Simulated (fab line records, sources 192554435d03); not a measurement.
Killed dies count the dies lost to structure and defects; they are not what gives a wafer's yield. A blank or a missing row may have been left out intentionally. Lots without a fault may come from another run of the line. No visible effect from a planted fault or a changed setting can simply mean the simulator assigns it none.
The tool behind it: which one?	flow n5Finfet	Sampling: 24 lots, 72 wafers, 6 of 1938 route steps

== WHAT THE GAUGES READ, wafer by wafer ==
The record holds no reading of a measuring or inspecting step that can be judged against a usual standard deviation.

== EACH LOT AND THE TOOL THAT RAN IT (in order: tool; ch and the chambers of the sampled wafers; start) ==
lot	N5_BEOL_M0_STRIP_142	N5_BEOL_M0_PRE_CLEAN_113	N5_BEOL_M0_SURFACE_TREAT_137	N5_BEOL_M1_VIA_ETCH_34	N5_BEOL_M1_ANNEAL_49	N5_BEOL_M1_ANNEAL_80
L074	rieDiel-04 ch 0,2,3, day 5 18:39	pvdSputter-03, day 5 20:50	pvdSputter-03, day 5 21:13	rieDiel-05 ch 0,2, day 6 03:43	pvdSputter-01, day 6 05:13	pvdSputter-01, day 6 05:26
L075	rieDiel-03 ch 1,2,3, day 6 07:52	pvdSputter-02, day 6 08:58	pvdSputter-01, day 6 09:19	rieDiel-05 ch 1,2, day 6 18:48	pvdSputter-02, day 6 20:25	pvdSputter-02, day 6 20:38
L077	rieDiel-03 ch 1,2, day 6 15:16	pvdSputter-02, day 6 16:25	pvdSputter-03, day 6 16:43	rieDiel-05 ch 0,1, day 6 21:47	pvdSputter-02, day 6 23:13	pvdSputter-02, day 6 23:26
L076	rieDiel-01 ch 0,2, day 6 15:17	pvdSputter-01, day 6 16:27	pvdSputter-02, day 6 16:49	rieDiel-02 ch 1,2, day 7 09:04	pvdSputter-03, day 7 10:43	pvdSputter-03, day 7 10:56
L078	rieDiel-04 ch 0,1,3, day 6 18:42	pvdSputter-02, day 6 19:41	pvdSputter-02, day 6 20:13	rieDiel-05 ch 1,2,3, day 7 09:59	pvdSputter-03, day 7 12:43	pvdSputter-03, day 7 12:56
L079	rieDiel-01 ch 1,2,3, day 6 23:47	pvdSputter-01, day 7 00:44	pvdSputter-01, day 7 01:01	rieDiel-06 ch 0,3, day 7 14:02	pvdSputter-03, day 7 15:19	pvdSputter-03, day 7 15:32
L080	rieDiel-04 ch 0,2,3, day 7 06:02	pvdSputter-01, day 7 07:24	pvdSputter-03, day 7 09:08	rieDiel-02 ch 0,1, day 7 15:09	pvdSputter-02, day 7 16:17	pvdSputter-02, day 7 16:31
L081	rieDiel-04 ch 0,1,2, day 8 03:35	pvdSputter-03, day 8 05:31	pvdSputter-02, day 8 05:52	rieDiel-05 ch 0,1,2, day 8 19:22	pvdSputter-03, day 8 20:27	pvdSputter-03, day 8 20:40
L084	rieDiel-04 ch 0,2,3, day 8 17:39	pvdSputter-02, day 8 18:05	pvdSputter-03, day 8 18:25	rieDiel-02 ch 0,1,3, day 8 22:51	pvdSputter-02, day 9 00:09	pvdSputter-02, day 9 00:22
L083	rieDiel-01 ch 0,3, day 8 20:02	pvdSputter-02, day 8 20:41	pvdSputter-02, day 8 21:11	rieDiel-02 ch 1,3, day 9 03:52	pvdSputter-02, day 9 05:08	pvdSputter-02, day 9 05:22
L082	rieDiel-03 ch 2,3, day 8 20:25	pvdSputter-02, day 8 20:49	pvdSputter-02, day 8 21:13	rieDiel-06 ch 2,3, day 9 07:35	pvdSputter-01, day 9 09:25	pvdSputter-01, day 9 09:38
L085	rieDiel-03 ch 0,2,3, day 9 02:10	pvdSputter-03, day 9 02:41	pvdSputter-02, day 9 02:59	rieDiel-06 ch 0,1,2, day 9 11:11	pvdSputter-01, day 9 12:59	pvdSputter-01, day 9 13:13
L086	rieDiel-03 ch 0,2,3, day 9 07:13	pvdSputter-03, day 9 08:01	pvdSputter-03, day 9 08:31	rieDiel-06 ch 1,3, day 9 15:22	pvdSputter-02, day 9 17:02	pvdSputter-02, day 9 17:15
L087	rieDiel-04 ch 1,3, day 9 12:50	pvdSputter-02, day 9 13:43	pvdSputter-03, day 9 14:05	rieDiel-06 ch 0,1,3, day 9 18:35	pvdSputter-02, day 9 20:43	pvdSputter-02, day 9 20:56
L088	rieDiel-04 ch 0,2, day 9 15:43	pvdSputter-01, day 9 16:41	pvdSputter-03, day 9 16:59	rieDiel-02 ch 0,1,3, day 10 01:11	pvdSputter-03, day 10 03:01	pvdSputter-03, day 10 03:14
L089	rieDiel-04 ch 0,1,3, day 9 22:05	pvdSputter-02, day 9 22:52	pvdSputter-01, day 9 23:14	rieDiel-02 ch 1,3, day 10 04:56	pvdSputter-03, day 10 06:51	pvdSputter-03, day 10 07:04
L090	rieDiel-03 ch 0,1,2, day 10 08:11	pvdSputter-02, day 10 09:10	pvdSputter-02, day 10 09:27	rieDiel-02 ch 0,1,3, day 10 16:14	pvdSputter-02, day 10 18:04	pvdSputter-02, day 10 18:17
L091	rieDiel-03 ch 0,2,3, day 10 16:29	pvdSputter-01, day 10 17:16	pvdSputter-01, day 10 17:38	rieDiel-05 ch 0,1,2, day 11 06:47	pvdSputter-03, day 11 08:06	pvdSputter-03, day 11 08:19
L092	rieDiel-04 ch 0,1,3, day 10 16:50	pvdSputter-02, day 10 17:28	pvdSputter-02, day 10 17:47	rieDiel-02 ch 0,2,3, day 11 01:43	pvdSputter-02, day 11 03:08	pvdSputter-02, day 11 03:21
L093	rieDiel-03 ch 2,3, day 10 21:26	pvdSputter-01, day 10 21:52	pvdSputter-01, day 11 00:07	rieDiel-05 ch 1,2, day 11 07:10	pvdSputter-02, day 11 09:55	pvdSputter-02, day 11 10:08
L094	rieDiel-01 ch 0,2,3, day 11 02:16	pvdSputter-02, day 11 02:43	pvdSputter-02, day 11 03:01	rieDiel-02 ch 0,3, day 11 12:20	pvdSputter-01, day 11 13:49	pvdSputter-01, day 11 14:02
L095	rieDiel-04 ch 1,2, day 11 07:16	pvdSputter-03, day 11 07:40	pvdSputter-03, day 11 07:59	rieDiel-02 ch 1,2,3, day 12 00:31	pvdSputter-01, day 12 02:10	pvdSputter-01, day 12 02:23
L096	rieDiel-03 ch 1,2,3, day 11 14:53	pvdSputter-01, day 11 15:53	pvdSputter-02, day 11 16:18	rieDiel-06 ch 1,2, day 12 00:47	pvdSputter-01, day 12 04:00	pvdSputter-01, day 12 04:13
L097	rieDiel-04 ch 2,3, day 11 18:38	pvdSputter-02, day 11 19:07	pvdSputter-01, day 11 19:29	rieDiel-06 ch 1,2,3, day 12 05:46	pvdSputter-02, day 12 07:14	pvdSputter-02, day 12 07:27
- N5_BEOL_M0_STRIP_142: strips in N2/H2, time 10 s.
- N5_BEOL_M0_PRE_CLEAN_113: time 30 s.
- N5_BEOL_M0_SURFACE_TREAT_137
- N5_BEOL_M1_VIA_ETCH_34: etches the open film in C4F6/O2, target depth 67.8 nm, time 64.4 s.
- N5_BEOL_M1_ANNEAL_49: time 240 s.
- N5_BEOL_M1_ANNEAL_80: time 240 s.

== WHAT THE TOOLS THEMSELVES READ (means of the sampled wafers that have a number; where no wafer has one, the mark that the record gives instead) ==
N5_BEOL_M0_STRIP_142.
lot	tool	drypumpMotorCurrentA (A)	oesProductAu (a.u.)	rfVppV (V)	showerheadPlenumPTorr (Torr)	throttleValvePct (%)
L074	rieDiel-04	5.6	0.72	58.7	2.52	23.87
L075	rieDiel-03	6.0	0.71	59.0	2.52	23.84
L077	rieDiel-03	5.9	0.72	59.1	2.53	23.88
L076	rieDiel-01	6.3	0.87	59.1	2.65	23.68
L078	rieDiel-04	5.7	0.73	59.5	2.56	23.93
L079	rieDiel-01	6.2	0.79	59.9	2.55	23.82
L080	rieDiel-04	5.5	0.71	59.1	2.51	23.89
L081	rieDiel-04	5.4	0.73	59.4	2.56	23.93
L084	rieDiel-04	5.5	0.80	59.1	2.51	23.79
L083	rieDiel-01	6.2	0.86	59.4	2.61	23.77
L082	rieDiel-03	6.0	0.70	58.5	2.51	23.69
L085	rieDiel-03	5.8	0.69	59.7	2.55	23.68
L086	rieDiel-03	5.8	0.68	59.2	2.55	23.68
L087	rieDiel-04	5.8	0.82	59.7	2.60	23.93
L088	rieDiel-04	5.2	0.71	59.2	2.51	23.90
L089	rieDiel-04	5.7	0.80	58.5	2.55	23.86
L090	rieDiel-03	5.8	0.77	58.7	2.54	23.75
L091	rieDiel-03	5.8	0.80	58.7	2.54	23.59
L092	rieDiel-04	5.7	0.79	59.1	2.55	23.87
L093	rieDiel-03	5.9	0.79	59.2	2.51	23.63
L094	rieDiel-01	6.2	0.80	59.2	2.59	23.76
L095	rieDiel-04	5.5	0.73	58.8	2.60	24.03
L096	rieDiel-03	6.0	0.85	59.6	2.50	23.65
L097	rieDiel-04	5.7	0.83	60.2	2.49	23.76

N5_BEOL_M0_PRE_CLEAN_113.
lot	tool	heaterPowerW (W)
L074	pvdSputter-03	302
L075	pvdSputter-02	349
L077	pvdSputter-02	329
L076	pvdSputter-01	300
L078	pvdSputter-02	341
L079	pvdSputter-01	326
L080	pvdSputter-01	311
L081	pvdSputter-03	316
L084	pvdSputter-02	349
L083	pvdSputter-02	334
L082	pvdSputter-02	338
L085	pvdSputter-03	308
L086	pvdSputter-03	308
L087	pvdSputter-02	341
L088	pvdSputter-01	306
L089	pvdSputter-02	348
L090	pvdSputter-02	336
L091	pvdSputter-01	300
L092	pvdSputter-02	345
L093	pvdSputter-01	321
L094	pvdSputter-02	348
L095	pvdSputter-03	307
L096	pvdSputter-01	331
L097	pvdSputter-02	342

N5_BEOL_M1_VIA_ETCH_34.
lot	tool	drypumpMotorCurrentA (A)	oes_f_703_au (a.u.)	oesProductAu (a.u.)	rfVppV (V)	showerheadPlenumPTorr (Torr)	throttleValvePct (%)
L074	rieDiel-05	5.5	0.75	0.74	669	2.83	30.91
L075	rieDiel-05	5.5	0.77	0.76	666	2.88	31.07
L077	rieDiel-05	5.7	0.73	0.71	665	2.85	30.72
L076	rieDiel-02	5.4	0.77	0.77	659	2.88	30.68
L078	rieDiel-05	5.6	0.73	0.73	662	2.83	31.03
L079	rieDiel-06	6.0	0.86	0.85	660	2.85	30.49
L080	rieDiel-02	5.2	0.89	0.89	659	3.00	30.93
L081	rieDiel-05	5.6	0.83	0.83	666	2.86	30.83
L084	rieDiel-02	5.7	0.87	0.87	662	2.95	30.73
L083	rieDiel-02	6.2	0.87	0.88	665	2.91	30.52
L082	rieDiel-06	6.5	0.81	0.81	660	2.79	30.78
L085	rieDiel-06	5.9	0.78	0.78	665	2.82	30.72
L086	rieDiel-06	6.2	0.79	0.79	658	2.74	30.75
L087	rieDiel-06	5.9	0.79	0.79	660	2.79	30.66
L088	rieDiel-02	5.7	0.84	0.84	662	2.95	30.76
L089	rieDiel-02	5.9	0.79	0.79	662	2.92	30.64
L090	rieDiel-02	5.8	0.84	0.84	662	2.95	30.74
L091	rieDiel-05	5.6	0.79	0.79	665	2.85	30.86
L092	rieDiel-02	5.6	0.86	0.86	661	2.89	30.70
L093	rieDiel-05	5.5	0.74	0.72	665	2.86	31.11
L094	rieDiel-02	5.6	0.88	0.88	660	2.97	30.87
L095	rieDiel-02	5.7	0.79	0.80	661	2.85	30.60
L096	rieDiel-06	6.2	0.74	0.74	666	2.80	30.91
L097	rieDiel-06	6.2	0.76	0.75	663	2.77	30.84

N5_BEOL_M1_ANNEAL_49.
lot	tool	heaterPowerW (W)
L074	pvdSputter-01	843
L075	pvdSputter-02	826
L077	pvdSputter-02	839
L076	pvdSputter-03	756
L078	pvdSputter-03	808
L079	pvdSputter-03	750
L080	pvdSputter-02	848
L081	pvdSputter-03	788
L084	pvdSputter-02	819
L083	pvdSputter-02	841
L082	pvdSputter-01	777
L085	pvdSputter-01	716
L086	pvdSputter-02	861
L087	pvdSputter-02	839
L088	pvdSputter-03	769
L089	pvdSputter-03	786
L090	pvdSputter-02	871
L091	pvdSputter-03	845
L092	pvdSputter-02	862
L093	pvdSputter-02	839
L094	pvdSputter-01	812
L095	pvdSputter-01	741
L096	pvdSputter-01	781
L097	pvdSputter-02	853

N5_BEOL_M1_ANNEAL_80.
lot	tool	heaterPowerW (W)
L074	pvdSputter-01	849
L075	pvdSputter-02	844
L077	pvdSputter-02	820
L076	pvdSputter-03	761
L078	pvdSputter-03	821
L079	pvdSputter-03	741
L080	pvdSputter-02	842
L081	pvdSputter-03	785
L084	pvdSputter-02	832
L083	pvdSputter-02	848
L082	pvdSputter-01	776
L085	pvdSputter-01	701
L086	pvdSputter-02	870
L087	pvdSputter-02	841
L088	pvdSputter-03	759
L089	pvdSputter-03	785
L090	pvdSputter-02	857
L091	pvdSputter-03	844
L092	pvdSputter-02	853
L093	pvdSputter-02	824
L094	pvdSputter-01	805
L095	pvdSputter-01	746
L096	pvdSputter-01	749
L097	pvdSputter-02	844

== THE ANSWER, worked out from the rows above alone ==
Rule: the usual values come from the lots themselves. Put in order of their means at a reading, lots are off if they are a third of the lots or fewer, leave a main group of 4 or more, and stand apart from it by a gap of 3 or more times the standard deviation of the main group's means; of several such gaps the widest counts. If all means in a main group match to the digits the tables above print for the reading, that group is not used. A lot without any number at a reading at which 4 lots or more have one is off too. Where the step has rows for the other lots, those lots are counted as sound. After the gauges, taken in route order, come the tools' own readings; for these a lot's mean is taken, as printed above. The first step at which some lot is off is used, and at that step the reading that is off furthest; a lot without a number counts as furthest.
No lot is off on any of the readings shown, so nothing can be concluded from this.

== WHAT THE SIMULATOR PUT IN ==
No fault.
